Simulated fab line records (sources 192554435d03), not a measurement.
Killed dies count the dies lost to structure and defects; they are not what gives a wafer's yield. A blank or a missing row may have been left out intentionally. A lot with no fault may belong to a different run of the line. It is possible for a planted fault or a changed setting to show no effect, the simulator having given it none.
One fault seen from 3 desks	flow n5-finfet	each desk holds nothing but its own numbers, with what lay behind them at the end

## THE DEFECT DESK
Per lot, the means of the sampled wafers with a number show what the inspections along the route counted. The brackets show how far a lot's mean lies from the usual mean; more than 4 standard deviations puts the lot out of limits, marked OUT.
Columns: A = raw-defect-count at N5_BEOL_M14_INSPECT_55, usual 79
lot	first seen here	A
L638	day 12 04:22	61
L639	day 12 05:02	106
L642	day 14 01:23	44
L641	day 14 03:10	41
L647	day 14 12:06	78
L644	day 14 20:28	44
L646	day 15 13:59	132
L657	day 17 13:56	94
L658	day 18 00:12	78
L659	day 18 10:07	70
L660	day 19 01:55	80
L661	day 19 02:08	120
This desk found nothing out of limits on any of the 12 lots.

## TOOL OWNER'S DESK, pvd-sputter-02
The tool's own readings at N5_BEOL_M0_SAQP_HM_DEP_02 (deposits TiN, target thk 12 nm): means of the sampled wafers that have a number, for each lot that ran on this tool. The brackets show how far a lot's mean lies from the usual mean; more than 4 standard deviations puts the lot out of limits, marked OUT.
Columns: A = substrate-temp-c at N5_BEOL_M0_SAQP_HM_DEP_02, usual 25.00 C; B = throttle-valve-pct at N5_BEOL_M0_SAQP_HM_DEP_02, usual 29.8 %
lot	first seen here	A	B
L638	day 5 09:52	24.95	30.5
L639	day 5 14:16	24.98	30.1
L641	day 6 14:35	24.79	30.0
L644	day 7 04:39	24.98	29.8
L646	day 7 12:20	25.01	31.0
L647	day 7 16:11	25.12	31.3
L659	day 10 19:00	25.04	30.0
L660	day 11 02:36	24.94	30.9
This desk found nothing out of limits on any of the 8 lots.

## METROLOGY DESK
Lot by lot, what the gauges showed, no matter which tool ran the lot: averages of those sampled wafers that carry a number. The brackets show how far a lot's mean lies from the usual mean; more than 4 standard deviations puts the lot out of limits, marked OUT. Shown here are 7 of its 10 readings, the ones lying furthest out on some lot.
Columns: A = DIBL_P at N5_BEOL_M4_RC_MEAS_101, usual 36.3 mV/V; B = IOFF_P at N5_BEOL_M4_RC_MEAS_101, usual 0.23 nA/um; C = ION_N at N5_BEOL_M4_RC_MEAS_101, usual 674 uA/um; D = ION_P at N5_BEOL_M4_RC_MEAS_101, usual 464 uA/um; E = SS_N at N5_BEOL_M4_RC_MEAS_101, usual 71.7 mV/dec; F = SS_P at N5_BEOL_M4_RC_MEAS_101, usual 73.3 mV/dec; G = VT_P at N5_BEOL_M4_RC_MEAS_101, usual -249 mV
lot	first seen here	A	B	C	D	E	F	G
L638	day 8 07:53	40.0	0.29	698	481	71.9	74.6	-245
L639	day 8 18:25	35.0	0.20	656	453	71.1	72.8	-253
L641	day 10 12:07	38.1	0.29	656	452	72.7	74.8	-246
L642	day 10 17:28	39.2	0.35	698	489	71.7	73.8	-238
L647	day 11 02:53	34.4	0.22	658	459	71.2	72.8	-248
L644	day 11 09:26	36.8	0.22	680	456	73.0	73.8	-250
L646	day 11 19:19	36.0	0.21	667	459	72.0	73.2	-251
L657	day 14 05:27	37.6	0.24	684	466	71.8	73.4	-246
L658	day 14 14:22	35.4	0.19	674	461	71.1	72.4	-248
L659	day 14 19:58	35.0	0.21	682	467	71.7	72.7	-250
L660	day 15 12:50	34.4	0.20	681	470	71.1	73.2	-250
L661	day 15 13:28	34.7	0.20	663	464	70.8	72.3	-249
This desk found nothing out of limits on any of the 12 lots.

## PUT TOGETHER
Nothing out of limits was seen by the defect desk.
Nothing out of limits was seen by the tool owner's desk.
Nothing out of limits was seen by the metrology desk.

## WHAT THE SIMULATOR PUT IN
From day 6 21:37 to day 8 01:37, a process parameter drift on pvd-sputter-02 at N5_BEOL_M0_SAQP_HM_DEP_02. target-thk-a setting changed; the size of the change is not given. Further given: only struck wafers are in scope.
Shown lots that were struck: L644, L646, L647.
